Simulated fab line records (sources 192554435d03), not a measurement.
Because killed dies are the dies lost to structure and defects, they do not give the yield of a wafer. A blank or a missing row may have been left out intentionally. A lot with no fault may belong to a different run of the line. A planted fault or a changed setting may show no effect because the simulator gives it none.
fab line records + flow n5Finfet + part 1 of 2: steps 1 to 4 of 6
record
- lots=21
- wafers=63
- lastDay=18
route steps=1938 shown BEOL_M14@1750 BEOL_M15@1805 TV_LITHO@1886 PASSIVATION@1928
lots that met no fault: taken from a fault-free run of the same line
startH: hours from the record's first day to the start of the lot's first wafer shown + waitH: hours since the lot's step before + " same as the row above + L1.1+2: a single row standing in for several wafers + - value missing, or start not given + * or withheld: withheld + < > ~ a bound
route shown NAME@n: names a module that has steps shown in the file, with the first one's number in the route + usual: average and standard deviation across the fault-free wafers + same: alike in all rows + chamber/n: place in a boat + sites: each site's reading + _std_site: their standard deviation + _edge_site: mean of outer sites minus mean of inner sites + radiusMm: for every site, how far away it sits from the centre of the wafer + mask NAME#n: copy n + behind: tool/chamber where the wafer was last shaped + hold: what put the lot on hold/how long, in hours/how the hold closed + device: transistor that didn't switch, given as n, p or np + end of line: the same wafers' tests at the end of the route + for a step that has no rows: nothing shown but its recipe + killed: count of dies lost to structure and defects at first sort (not the wafer's yield) + map: shows each die of a wafer: x if killed, . if not, _ if none is there
set.NAME: setting as actually run; set.NAME@STEP: the setting as run at that earlier step + model.NAME: the simulator's own value behind a step, which no gauge read
the route's steps for a sample of lots (tables are steps, rows are wafers)
services: from which hour (startH, from the record's first day; less than 0 if before it) a tool's chamber was out of use, for how many hours, and why
## steps
# step N5_BEOL_M14_ETCH_67
# recipe
- chemistry=CF4
- target=SiARC
- targetDepthA=1430
- timeS=238.3
- ionEnergyEv=80
- pressureMtorr=40
- sourceW=545
- biasW=36
- Ar_flow_sccm=100
- cf4FlowSccm=100
- ends=cleared
# usual
- biasW=36.00/0.11
- drypumpMotorCurrentA=5.7/0.39
- etchRfOnTimeS=242/9
- oesProductAu=0.71/0.073
- rfFwdPowerW=543.4/1.6
- rfVppV=183.8/1.2
- showerheadPlenumPTorr=2.14/0.076
- throttleValvePct=15.41/0.25
| lot.wafer | tool       | chamber | startH | waitH | biasW | drypumpMotorCurrentA | etchRfOnTimeS | oesProductAu | rfFwdPowerW | rfHoursCounterH | rfVppV | showerheadPlenumPTorr | throttleValvePct |
|-----------|------------|---------|--------|-------|-------|----------------------|---------------|--------------|-------------|-----------------|--------|-----------------------|------------------|
| L074.3    | rieDiel-02 | 2       | 235.74 | 0.0   | 36.04 | 5.6                  | 241           | 0.81         | 543.1       | 3               | 182.2  | 2.11                  | 15.38            |
| L074.5    | "          | 1       | "      | "     | 36.13 | 5.9                  | 249           | 0.75         | 543.7       | -               | 184.1  | 2.17                  | 15.14            |
| L074.6    | "          | 0       | "      | "     | 35.91 | 6.1                  | 236           | 0.58         | 545.0       | -               | 182.3  | 2.03                  | 15.56            |
| L076.1    | rieDiel-05 | 3       | 239.31 | 0.0   | 35.99 | 5.5                  | 228           | 0.77         | 545.7       | 39              | 183.0  | 2.11                  | 15.75            |
| L076.4    | "          | 2       | "      | "     | 35.97 | 5.4                  | 252           | 0.60         | 544.4       | 196             | 182.4  | 1.96                  | 15.58            |
| L076.6    | "          | 1       | "      | "     | 35.80 | 6.1                  | 249           | 0.62         | 543.5       | -               | 184.6  | 2.22                  | 15.78            |
| L077.2    | rieDiel-02 | 1       | 262.97 | 0.0   | 36.03 | 6.0                  | 254           | 0.73         | 544.7       | 42              | 183.1  | 2.16                  | 15.17            |
| L077.3    | "          | 3       | "      | "     | 36.08 | 6.5                  | 253           | 0.56         | 541.8       | 237             | 184.0  | 2.11                  | 15.43            |
| L077.4    | "          | 0       | "      | "     | 36.12 | 6.1                  | 241           | 0.57         | 544.6       | 245             | 182.9  | 2.03                  | 15.56            |
| L078.3    | rieDiel-04 | 2       | 270.75 | 0.0   | 36.03 | 5.3                  | 247           | 0.82         | 544.4       | 7               | 183.2  | 2.10                  | 15.42            |
| L078.4    | "          | 0       | "      | "     | 35.94 | 5.6                  | 241           | 0.69         | 544.6       | 88              | 185.0  | 2.26                  | 15.69            |
| L078.6    | "          | 1       | "      | "     | 35.98 | 5.5                  | 235           | 0.59         | 544.1       | -               | 185.9  | 2.20                  | 15.48            |
| L079.1    | rieDiel-05 | 3       | 271.30 | 0.0   | 35.90 | 5.5                  | 224           | 0.76         | 543.5       | 49              | 183.4  | 2.11                  | 15.77            |
| L079.4    | "          | 1       | "      | "     | 36.06 | 6.2                  | 243           | 0.61         | 541.4       | 190             | 184.9  | 2.22                  | 15.79            |
| L079.6    | "          | 2       | "      | "     | 36.02 | 5.4                  | 250           | 0.59         | 545.4       | -               | 180.6  | 1.95                  | 15.59            |
| L081.2    | rieDiel-04 | 1       | 275.28 | 0.0   | 36.17 | 5.5                  | 239           | 0.58         | 542.0       | 238             | 185.2  | 2.20                  | 15.49            |
| L081.4    | "          | 0       | "      | "     | 35.93 | 5.6                  | 243           | 0.68         | 544.9       | 91              | 185.2  | 2.26                  | 15.69            |
| L081.6    | "          | 0       | "      | "     | 36.09 | 5.6                  | 242           | 0.68         | 547.0       | -               | 184.0  | 2.26                  | 15.70            |
| L080.1    | rieDiel-02 | 2       | 290.06 | 0.0   | 36.06 | 5.6                  | 241           | 0.76         | 543.4       | 23              | 183.5  | 2.10                  | 15.42            |
| L080.2    | "          | 1       | "      | "     | 36.04 | 5.9                  | 251           | 0.71         | 545.6       | 52              | 183.5  | 2.16                  | 15.18            |
| L080.3    | "          | 3       | "      | "     | 36.18 | 6.6                  | 256           | 0.55         | 540.0       | 247             | 183.8  | 2.10                  | 15.43            |
| L083.1    | rieDiel-02 | 1       | 297.38 | 0.0   | 35.98 | 5.9                  | 256           | 0.70         | 542.9       | 57              | 185.3  | 2.16                  | 15.18            |
| L083.3    | "          | 2       | "      | "     | 35.77 | 5.6                  | 241           | 0.75         | 544.8       | 27              | 183.8  | 2.10                  | 15.44            |
| L083.6    | "          | 0       | "      | "     | 35.75 | 6.1                  | 232           | 0.84         | 543.9       | -               | 184.9  | 2.28                  | 15.08            |
| L084.1    | rieDiel-02 | 1       | 305.55 | 0.0   | 36.18 | 5.9                  | 255           | 0.70         | 543.2       | 62              | 184.5  | 2.16                  | 15.21            |
| L084.2    | "          | 2       | "      | "     | 35.94 | 5.6                  | 240           | 0.75         | 541.3       | 32              | 183.8  | 2.10                  | 15.45            |
| L084.5    | "          | 2       | "      | "     | 36.06 | 5.6                  | 241           | 0.75         | 542.7       | -               | 183.9  | 2.10                  | 15.45            |
| L086.2    | rieDiel-04 | 0       | 308.71 | 0.0   | 36.25 | 5.6                  | 238           | 0.68         | 543.0       | 104             | 185.1  | 2.26                  | 15.72            |
| L086.4    | "          | 0       | "      | "     | 36.03 | 5.6                  | 239           | 0.68         | 543.8       | -               | 185.6  | 2.26                  | 15.73            |
| L086.6    | "          | 2       | "      | "     | 36.04 | 5.3                  | 247           | 0.78         | 539.7       | -               | 183.1  | 2.09                  | 15.45            |
| L088.1    | rieDiel-02 | 3       | 318.42 | 0.0   | 36.09 | 6.5                  | 249           | 0.81         | 542.4       | 1               | 183.3  | 2.10                  | 14.97            |
| L088.2    | "          | 1       | "      | "     | 36.03 | 5.9                  | 257           | 0.69         | 545.5       | 68              | 185.1  | 2.15                  | 15.21            |
| L088.3    | "          | 2       | "      | "     | 36.13 | 5.6                  | 244           | 0.73         | 544.9       | 38              | 183.2  | 2.10                  | 15.46            |
| L085.4    | rieDiel-04 | 0       | 326.17 | 0.1   | 35.74 | 5.6                  | 240           | 0.67         | 546.6       | -               | 186.2  | 2.25                  | 15.74            |
| L085.5    | "          | 1       | "      | "     | 36.01 | 5.5                  | 234           | 0.84         | 542.7       | -               | 185.4  | 2.19                  | 15.03            |
| L085.6    | "          | 2       | "      | "     | 35.77 | 5.3                  | 246           | 0.76         | 543.2       | -               | 182.7  | 2.09                  | 15.47            |
| L089.1    | rieDiel-02 | 1       | 334.96 | 0.0   | 36.16 | 5.9                  | 256           | 0.68         | 540.0       | 73              | 183.8  | 2.15                  | 15.23            |
| L089.3    | "          | 0       | "      | "     | 35.96 | 6.1                  | 227           | 0.79         | 542.9       | 20              | 187.3  | 2.28                  | 15.15            |
| L089.4    | "          | 3       | "      | "     | 36.10 | 6.6                  | 247           | 0.79         | 544.4       | 8               | 183.3  | 2.10                  | 14.96            |
| L091.3    | rieDiel-05 | 3       | 346.81 | 0.0   | 36.25 | 5.5                  | 225           | 0.74         | 542.3       | 68              | 183.5  | 2.10                  | 15.80            |
| L091.4    | "          | 1       | "      | "     | 36.14 | 6.1                  | 249           | 0.60         | 544.7       | 211             | 184.3  | 2.21                  | 15.85            |
| L091.6    | "          | 3       | "      | "     | 36.08 | 5.5                  | 226           | 0.74         | 543.9       | -               | 184.2  | 2.10                  | 15.81            |
| L093.1    | rieDiel-05 | 3       | 359.06 | 0.0   | 36.07 | 5.5                  | 221           | 0.74         | 546.1       | 72              | 183.2  | 2.10                  | 15.81            |
| L093.4    | "          | 0       | "      | "     | 36.03 | 5.1                  | 224           | 0.73         | 545.4       | 65              | 183.7  | 2.18                  | 15.24            |
| L093.6    | "          | 0       | "      | "     | 36.04 | 5.1                  | 224           | 0.73         | 548.6       | -               | 183.6  | 2.18                  | 15.23            |
| L090.2    | rieDiel-02 | 3       | 360.34 | 0.0   | 35.96 | 6.5                  | 249           | 0.77         | 541.1       | 17              | 184.9  | 2.10                  | 14.99            |
| L090.3    | "          | 2       | "      | "     | 35.83 | 5.6                  | 249           | 0.71         | 544.3       | 53              | 184.1  | 2.09                  | 15.49            |
| L090.5    | "          | 2       | "      | "     | 35.96 | 5.6                  | 246           | 0.71         | 540.6       | -               | 182.2  | 2.09                  | 15.48            |
| L092.2    | rieDiel-05 | 2       | 366.71 | 0.0   | 36.12 | 5.5                  | 249           | 0.58         | 542.4       | 232             | 182.2  | 1.94                  | 15.64            |
| L092.4    | "          | 0       | "      | "     | 36.03 | 5.1                  | 226           | 0.72         | 543.8       | 68              | 183.6  | 2.18                  | 15.23            |
| L092.6    | "          | 0       | "      | "     | 36.00 | 5.1                  | 227           | 0.73         | 544.1       | -               | 184.3  | 2.18                  | 15.25            |
| L094.1    | rieDiel-04 | 1       | 377.20 | 0.0   | 35.82 | 5.5                  | 238           | 0.78         | 544.0       | 23              | 183.5  | 2.19                  | 15.07            |
| L094.2    | "          | 0       | "      | "     | 36.17 | 5.6                  | 244           | 0.65         | 543.7       | 133             | 185.0  | 2.25                  | 15.78            |
| L094.3    | "          | 3       | "      | "     | 35.93 | 6.1                  | 245           | 0.70         | 544.2       | 80              | 183.8  | 2.09                  | 15.32            |
| L095.3    | rieDiel-04 | 2       | 381.73 | 0.0   | 36.11 | 5.3                  | 254           | 0.73         | 544.0       | 55              | 182.5  | 2.08                  | 15.51            |
| L095.5    | "          | 1       | "      | "     | 36.11 | 5.5                  | 237           | 0.77         | 542.4       | -               | 184.5  | 2.18                  | 15.09            |
| L095.6    | "          | 2       | "      | "     | 35.82 | 5.3                  | 251           | 0.72         | 545.0       | -               | 183.1  | 2.08                  | 15.52            |
| L096.2    | rieDiel-04 | 3       | 386.10 | 0.0   | 35.84 | 6.0                  | 243           | 0.70         | 541.3       | 83              | 183.2  | 2.09                  | 15.32            |
| L096.3    | "          | 2       | "      | "     | 35.95 | 5.3                  | 253           | 0.72         | 542.9       | 57              | 182.9  | 2.08                  | 15.52            |
| L096.5    | "          | 2       | "      | "     | 36.07 | 5.3                  | 251           | 0.72         | 542.3       | -               | 183.3  | 2.08                  | 15.53            |
| L097.2    | rieDiel-04 | 3       | 390.97 | 0.0   | 36.05 | 6.0                  | 246           | 0.69         | 542.0       | 86              | 182.3  | 2.09                  | 15.34            |
| L097.4    | "          | 0       | "      | "     | 36.08 | 5.6                  | 243           | 0.65         | 545.3       | 139             | 185.2  | 2.24                  | 15.78            |
| L097.5    | "          | 2       | "      | "     | 36.00 | 5.3                  | 253           | 0.72         | 542.4       | -               | 183.4  | 2.08                  | 15.53            |
# step N5_BEOL_M15_OVL_MEAS_29
# recipe
- pointsPerWafer=44
# usual
- M15_OVL=-3/5.2
| lot.wafer | tool       | chamber | startH | waitH | M15_OVL[nm] |
|-----------|------------|---------|--------|-------|-------------|
| L074.3    | overlay-02 | 0       | 242.12 | 0.0   | -11         |
| L074.5    | "          | 0       | "      | "     | -3          |
| L074.6    | "          | 0       | "      | "     | -4          |
| L076.1    | overlay-01 | 0       | 244.75 | 0.0   | -3          |
| L076.4    | "          | 0       | "      | "     | -4          |
| L076.6    | "          | 0       | "      | "     | -1          |
| L077.2    | overlay-02 | 0       | 270.42 | 0.0   | -5          |
| L077.3    | "          | 0       | "      | "     | -3          |
| L077.4    | "          | 0       | "      | "     | -10         |
| L079.1    | overlay-02 | 0       | 276.83 | 0.0   | -2          |
| L079.4    | "          | 0       | "      | "     | -1          |
| L079.6    | "          | 0       | "      | "     | -1          |
| L078.3    | overlay-02 | 0       | 277.30 | 0.0   | -7          |
| L078.4    | "          | 0       | "      | "     | -5          |
| L078.6    | "          | 0       | "      | "     | 0           |
| L081.2    | overlay-02 | 0       | 282.34 | 0.0   | -8          |
| L081.4    | "          | 0       | "      | "     | -3          |
| L081.6    | "          | 0       | "      | "     | 4           |
| L080.1    | overlay-02 | 0       | 297.15 | 0.0   | -2          |
| L080.2    | "          | 0       | "      | "     | -8          |
| L080.3    | "          | 0       | "      | "     | -8          |
| L083.1    | overlay-02 | 0       | 303.57 | 0.0   | -5          |
| L083.3    | "          | 0       | "      | "     | -3          |
| L083.6    | "          | 0       | "      | "     | 0           |
| L084.1    | overlay-02 | 0       | 314.11 | 0.0   | -2          |
| L084.2    | "          | 0       | "      | "     | 0           |
| L084.5    | "          | 0       | "      | "     | 1           |
| L086.2    | overlay-01 | 0       | 317.21 | 0.0   | -2          |
| L086.4    | "          | 0       | "      | "     | -2          |
| L086.6    | "          | 0       | "      | "     | 3           |
| L088.1    | overlay-01 | 0       | 327.04 | 0.0   | 8           |
| L088.2    | "          | 0       | "      | "     | 2           |
| L088.3    | "          | 0       | "      | "     | 9           |
| L085.4    | overlay-02 | 0       | 334.25 | 0.0   | 5           |
| L085.5    | "          | 0       | "      | "     | -1          |
| L085.6    | "          | 0       | "      | "     | 1           |
| L089.1    | overlay-02 | 0       | 343.53 | 0.0   | 2           |
| L089.3    | "          | 0       | "      | "     | 1           |
| L089.4    | "          | 0       | "      | "     | -5          |
| L091.3    | overlay-01 | 0       | 352.14 | 0.0   | 1           |
| L091.4    | "          | 0       | "      | "     | -3          |
| L091.6    | "          | 0       | "      | "     | -2          |
| L093.1    | overlay-02 | 0       | 367.02 | 0.0   | -4          |
| L093.4    | "          | 0       | "      | "     | -3          |
| L093.6    | "          | 0       | "      | "     | -5          |
| L090.2    | overlay-02 | 0       | 367.65 | 0.0   | -15         |
| L090.3    | "          | 0       | "      | "     | -2          |
| L090.5    | "          | 0       | "      | "     | -11         |
| L092.2    | overlay-02 | 0       | 375.04 | 0.0   | -3          |
| L092.4    | "          | 0       | "      | "     | -8          |
| L092.6    | "          | 0       | "      | "     | -2          |
| L094.1    | overlay-02 | 0       | 381.61 | 0.0   | 5           |
| L094.2    | "          | 0       | "      | "     | -3          |
| L094.3    | "          | 0       | "      | "     | 1           |
| L095.3    | overlay-02 | 0       | 387.29 | 0.0   | 0           |
| L095.5    | "          | 0       | "      | "     | 2           |
| L095.6    | "          | 0       | "      | "     | -4          |
| L096.2    | overlay-02 | 0       | 391.87 | 0.0   | -4          |
| L096.3    | "          | 0       | "      | "     | 8           |
| L096.5    | "          | 0       | "      | "     | 4           |
| L097.2    | overlay-01 | 0       | 399.54 | 0.0   | -7          |
| L097.4    | "          | 0       | "      | "     | -9          |
| L097.5    | "          | 0       | "      | "     | -9          |
# step N5_BEOL_M15_STRIP_37
# recipe
- chemistry=O2
- powerW=600
- tempC=60
- pressureMtorr=30
- rfFrequencyHz=6e+07
- biasPowerW=0
- overashFraction=0.3
- o2FlowSccm=225
# usual
- drypumpMotorCurrentA=5.9/0.45
- oesProductAu=0.77/0.091
- rfVppV=3.6/0.58
- showerheadPlenumPTorr=2.07/0.088
- throttleValvePct=16.73/0.29
| lot.wafer | tool       | chamber | startH | waitH | drypumpMotorCurrentA | oesProductAu | rfHoursCounterH | rfVppV | showerheadPlenumPTorr | throttleValvePct |
|-----------|------------|---------|--------|-------|----------------------|--------------|-----------------|--------|-----------------------|------------------|
| L074.3    | rieDiel-01 | 2       | -      | -     | 5.4                  | 0.71         | 206             | 4.4    | 2.19                  | 16.98            |
| L074.5    | "          | 2       | "      | "     | 5.4                  | 0.71         | -               | 3.8    | 2.19                  | 16.99            |
| L074.6    | "          | 1       | "      | "     | 5.5                  | 0.91         | -               | 3.5    | 2.12                  | 16.49            |
| L076.1    | rieDiel-01 | 2       | -      | -     | 5.4                  | 0.71         | 207             | 4.5    | 2.19                  | 16.99            |
| L076.4    | "          | 0       | "      | "     | 5.5                  | 0.68         | 244             | 4.4    | 2.07                  | 16.99            |
| L076.6    | "          | 3       | "      | "     | 5.4                  | 0.76         | -               | 4.1    | 2.09                  | 17.00            |
| L077.2    | rieDiel-03 | 2       | -      | -     | 6.2                  | 0.68         | 229             | 3.0    | 2.12                  | 16.76            |
| L077.3    | "          | 3       | "      | "     | 5.8                  | 0.77         | 140             | 4.3    | 1.99                  | 16.26            |
| L077.4    | "          | 1       | "      | "     | 6.8                  | 0.67         | 225             | 4.3    | 2.00                  | 17.11            |
| L079.1    | rieDiel-01 | 2       | -      | -     | 5.4                  | 0.70         | 217             | 2.8    | 2.19                  | 16.99            |
| L079.4    | "          | 1       | "      | "     | 5.5                  | 0.90         | -               | 3.2    | 2.11                  | 16.56            |
| L079.6    | "          | 3       | "      | "     | 5.4                  | 0.75         | -               | 3.5    | 2.09                  | 17.00            |
| L078.3    | rieDiel-06 | 2       | -      | -     | 5.6                  | 0.94         | 14              | 3.1    | 2.05                  | 16.78            |
| L078.4    | "          | 0       | "      | "     | 6.6                  | 0.73         | 214             | 3.6    | 1.99                  | 16.50            |
| L078.6    | "          | 3       | "      | "     | 5.8                  | 0.76         | -               | 3.3    | 1.92                  | 16.37            |
| L081.2    | rieDiel-06 | 0       | -      | -     | 6.5                  | 0.72         | 216             | 3.4    | 1.99                  | 16.50            |
| L081.4    | "          | 3       | "      | "     | 5.9                  | 0.74         | 157             | 4.0    | 1.92                  | 16.40            |
| L081.6    | "          | 3       | "      | "     | 5.9                  | 0.75         | -               | 2.7    | 1.92                  | 16.39            |
| L080.1    | rieDiel-03 | 3       | -      | -     | 5.8                  | 0.75         | 147             | 4.4    | 1.98                  | 16.28            |
| L080.2    | "          | 0       | "      | "     | 5.8                  | 0.73         | 191             | 3.2    | 2.17                  | 17.11            |
| L080.3    | "          | 1       | "      | "     | 6.7                  | 0.66         | 233             | 3.3    | 1.99                  | 17.14            |
| L083.1    | rieDiel-01 | 1       | -      | -     | 5.5                  | 0.88         | 36              | 3.7    | 2.11                  | 16.54            |
| L083.3    | "          | 2       | "      | "     | 5.4                  | 0.69         | 227             | 5.0    | 2.19                  | 17.00            |
| L083.6    | "          | 2       | "      | "     | 5.4                  | 0.69         | -               | 4.0    | 2.19                  | 17.04            |
| L084.1    | rieDiel-03 | 2       | -      | -     | 6.2                  | 0.67         | 241             | 4.0    | 2.12                  | 16.76            |
| L084.2    | "          | 3       | "      | "     | 5.8                  | 0.75         | 152             | 3.6    | 1.98                  | 16.29            |
| L084.5    | "          | 1       | "      | "     | 6.8                  | 0.65         | -               | 3.7    | 1.99                  | 17.13            |
| L086.2    | rieDiel-03 | 2       | -      | -     | 6.2                  | 0.68         | 242             | 4.3    | 2.12                  | 16.78            |
| L086.4    | "          | 1       | "      | "     | 6.8                  | 0.66         | 238             | 3.6    | 1.99                  | 17.13            |
| L086.6    | "          | 0       | "      | "     | 5.7                  | 0.73         | -               | 4.8    | 2.17                  | 17.09            |
| L088.1    | rieDiel-03 | 3       | -      | -     | 5.8                  | 0.73         | 156             | 2.6    | 1.98                  | 16.28            |
| L088.2    | "          | 1       | "      | "     | 6.7                  | 0.65         | 241             | 3.9    | 1.99                  | 17.15            |
| L088.3    | "          | 2       | "      | "     | 6.2                  | 0.66         | 245             | 3.0    | 2.12                  | 16.77            |
| L085.4    | rieDiel-03 | 0       | -      | -     | 5.7                  | 0.71         | 202             | 3.0    | 2.17                  | 17.12            |
| L085.5    | "          | 2       | "      | "     | 6.2                  | 0.66         | -               | 4.4    | 2.12                  | 16.78            |
| L085.6    | "          | 1       | "      | "     | 6.8                  | 0.66         | -               | 3.4    | 1.99                  | 17.14            |
| L089.1    | rieDiel-01 | 0       | -      | -     | 5.5                  | 0.93         | 12              | 3.4    | 2.06                  | 16.57            |
| L089.3    | "          | 2       | "      | "     | 5.4                  | 0.68         | 239             | 4.1    | 2.18                  | 17.04            |
| L089.4    | "          | 1       | "      | "     | 5.5                  | 0.85         | 49              | 3.6    | 2.10                  | 16.57            |
| L091.3    | rieDiel-03 | 3       | -      | -     | 5.8                  | 0.74         | 164             | 4.3    | 1.98                  | 16.32            |
| L091.4    | "          | 0       | "      | "     | 5.7                  | 0.72         | -               | 4.0    | 2.17                  | 17.16            |
| L091.6    | "          | 1       | "      | "     | 6.8                  | 0.65         | -               | 3.9    | 1.99                  | 17.16            |
| L093.1    | rieDiel-01 | 2       | -      | -     | 5.4                  | 0.67         | 244             | 4.4    | 2.18                  | 17.05            |
| L093.4    | "          | 0       | "      | "     | 5.5                  | 0.92         | 18              | 4.2    | 2.06                  | 16.59            |
| L093.6    | "          | 0       | "      | "     | 5.5                  | 0.92         | -               | 3.2    | 2.06                  | 16.59            |
| L090.2    | rieDiel-03 | 0       | -      | -     | 5.7                  | 0.71         | 214             | 3.7    | 2.17                  | 17.14            |
| L090.3    | "          | 3       | "      | "     | 5.8                  | 0.73         | 169             | 3.5    | 1.98                  | 16.29            |
| L090.5    | "          | 3       | "      | "     | 5.8                  | 0.74         | -               | 2.6    | 1.98                  | 16.31            |
| L092.2    | rieDiel-06 | 0       | -      | -     | 6.5                  | 0.72         | 245             | 3.8    | 1.98                  | 16.55            |
| L092.4    | "          | 0       | "      | "     | 6.5                  | 0.71         | -               | 3.4    | 1.98                  | 16.54            |
| L092.6    | "          | 3       | "      | "     | 5.9                  | 0.73         | -               | 3.7    | 1.91                  | 16.41            |
| L094.1    | rieDiel-06 | 1       | -      | -     | 6.4                  | 0.81         | 95              | 3.0    | 2.18                  | 16.56            |
| L094.2    | "          | 0       | "      | "     | 6.5                  | 0.70         | 248             | 4.8    | 1.98                  | 16.55            |
| L094.3    | "          | 3       | "      | "     | 5.9                  | 0.73         | 188             | 3.3    | 1.91                  | 16.47            |
| L095.3    | rieDiel-01 | 3       | -      | -     | 5.4                  | 0.72         | -               | 4.6    | 2.07                  | 17.06            |
| L095.5    | "          | 0       | "      | "     | 5.5                  | 0.91         | -               | 3.4    | 2.06                  | 16.60            |
| L095.6    | "          | 3       | "      | "     | 5.4                  | 0.72         | -               | 3.7    | 2.07                  | 17.09            |
| L096.2    | rieDiel-06 | 3       | -      | -     | 5.8                  | 0.72         | 194             | 4.2    | 1.90                  | 16.43            |
| L096.3    | "          | 2       | "      | "     | 5.6                  | 0.89         | 47              | 3.1    | 2.04                  | 16.83            |
| L096.5    | "          | 1       | "      | "     | 6.5                  | 0.80         | -               | 4.3    | 2.17                  | 16.58            |
| L097.2    | rieDiel-06 | 3       | -      | -     | 5.8                  | 0.72         | 194             | 2.9    | 1.90                  | 16.45            |
| L097.4    | "          | 3       | "      | "     | 5.9                  | 0.72         | -               | 3.5    | 1.90                  | 16.45            |
| L097.5    | "          | 1       | "      | "     | 6.5                  | 0.80         | -               | 3.0    | 2.17                  | 16.56            |
# step N5_BEOL_M15_SPUTTER_44
# recipe
- material=Ta
- targetThkA=150
- tempC=50
- biasV=80
- powerW=15000
- chamberPressurePa=0.07
- timeS=24.19
# usual
- biasV=80.1/0.81
- throttleValvePct=30.6/1.1
| lot.wafer | tool          | chamber | startH | waitH | biasV | throttleValvePct |
|-----------|---------------|---------|--------|-------|-------|------------------|
| L074.3    | pvdSputter-03 | -       | 246.83 | 0.0   | 79.7  | 31.6             |
| L074.5    | "             | -       | "      | "     | 80.9  | 31.2             |
| L074.6    | "             | -       | "      | "     | 79.8  | 31.6             |
| L076.1    | pvdSputter-02 | -       | 247.52 | 0.0   | 80.0  | 30.9             |
| L076.4    | "             | -       | "      | "     | 80.3  | 29.0             |
| L076.6    | "             | -       | "      | "     | 80.8  | 29.1             |
| L077.2    | pvdSputter-01 | -       | 272.38 | 0.0   | 80.0  | 28.5             |
| L077.3    | "             | -       | "      | "     | 79.3  | 27.3             |
| L077.4    | "             | -       | "      | "     | 79.5  | 30.6             |
| L079.1    | pvdSputter-03 | -       | 279.21 | 0.0   | 80.2  | 31.4             |
| L079.4    | "             | -       | "      | "     | 79.6  | 31.1             |
| L079.6    | "             | -       | "      | "     | 79.6  | 31.3             |
| L078.3    | pvdSputter-02 | -       | 279.26 | 0.0   | 80.5  | 30.5             |
| L078.4    | "             | -       | "      | "     | 78.8  | 30.8             |
| L078.6    | "             | -       | "      | "     | 79.7  | 30.7             |
| L081.2    | pvdSputter-03 | -       | 286.30 | 0.0   | 80.5  | 31.1             |
| L081.4    | "             | -       | "      | "     | 80.9  | 31.3             |
| L081.6    | "             | -       | "      | "     | 79.9  | 31.4             |
| L080.1    | pvdSputter-02 | -       | 298.04 | 0.0   | 79.7  | 30.2             |
| L080.2    | "             | -       | "      | "     | 81.2  | 30.9             |
| L080.3    | "             | -       | "      | "     | 79.6  | 30.6             |
| L083.1    | pvdSputter-03 | -       | 304.99 | 0.0   | 80.9  | 31.0             |
| L083.3    | "             | -       | "      | "     | 82.1  | 31.6             |
| L083.6    | "             | -       | "      | "     | 81.6  | 31.6             |
| L084.1    | pvdSputter-02 | -       | 315.11 | 0.0   | 79.4  | 30.7             |
| L084.2    | "             | -       | "      | "     | 79.0  | 30.7             |
| L084.5    | "             | -       | "      | "     | 79.1  | 30.6             |
| L086.2    | pvdSputter-03 | -       | 318.27 | 0.0   | 80.4  | 31.2             |
| L086.4    | "             | -       | "      | "     | 78.7  | 31.6             |
| L086.6    | "             | -       | "      | "     | 79.5  | 31.7             |
| L088.1    | pvdSputter-03 | -       | 331.18 | 0.0   | 79.2  | 31.5             |
| L088.2    | "             | -       | "      | "     | 81.0  | 31.4             |
| L088.3    | "             | -       | "      | "     | 79.3  | 31.5             |
| L085.4    | pvdSputter-03 | -       | 337.62 | 0.0   | 80.1  | 31.1             |
| L085.5    | "             | -       | "      | "     | 81.7  | 31.9             |
| L085.6    | "             | -       | "      | "     | 80.3  | 31.5             |
| L089.1    | pvdSputter-03 | -       | 348.35 | 0.0   | 79.6  | 31.3             |
| L089.3    | "             | -       | "      | "     | 80.1  | 31.0             |
| L089.4    | "             | -       | "      | "     | 80.8  | 31.8             |
| L091.3    | pvdSputter-03 | -       | 354.35 | 0.0   | 81.1  | 31.7             |
| L091.4    | "             | -       | "      | "     | 80.2  | 31.0             |
| L091.6    | "             | -       | "      | "     | 79.5  | 31.2             |
| L093.1    | pvdSputter-03 | -       | 368.99 | 0.0   | 81.5  | 31.6             |
| L093.4    | "             | -       | "      | "     | 79.5  | 31.7             |
| L093.6    | "             | -       | "      | "     | 78.9  | 31.9             |
| L090.2    | pvdSputter-01 | -       | 369.44 | 0.0   | 80.1  | 27.4             |
| L090.3    | "             | -       | "      | "     | 79.2  | 29.2             |
| L090.5    | "             | -       | "      | "     | 79.9  | 30.5             |
| L092.2    | pvdSputter-03 | -       | 377.40 | 0.0   | 80.7  | 31.2             |
| L092.4    | "             | -       | "      | "     | 79.7  | 31.8             |
| L092.6    | "             | -       | "      | "     | 80.4  | 31.5             |
| L094.1    | pvdSputter-02 | -       | 383.87 | 0.0   | 79.9  | 30.9             |
| L094.2    | "             | -       | "      | "     | 79.6  | 30.1             |
| L094.3    | "             | -       | "      | "     | 78.2  | 30.7             |
| L095.3    | pvdSputter-02 | -       | 389.98 | 0.0   | 79.7  | 30.8             |
| L095.5    | "             | -       | "      | "     | 79.5  | 29.1             |
| L095.6    | "             | -       | "      | "     | 80.6  | 30.6             |
| L096.2    | pvdSputter-01 | -       | 400.86 | 0.0   | 79.5  | 30.7             |
| L096.3    | "             | -       | "      | "     | 80.6  | 26.8             |
| L096.5    | "             | -       | "      | "     | 80.6  | 27.0             |
| L097.2    | pvdSputter-02 | -       | 401.92 | 0.0   | 79.9  | 28.9             |
| L097.4    | "             | -       | "      | "     | 79.1  | 30.7             |
| L097.5    | "             | -       | "      | "     | 80.4  | 29.0             |
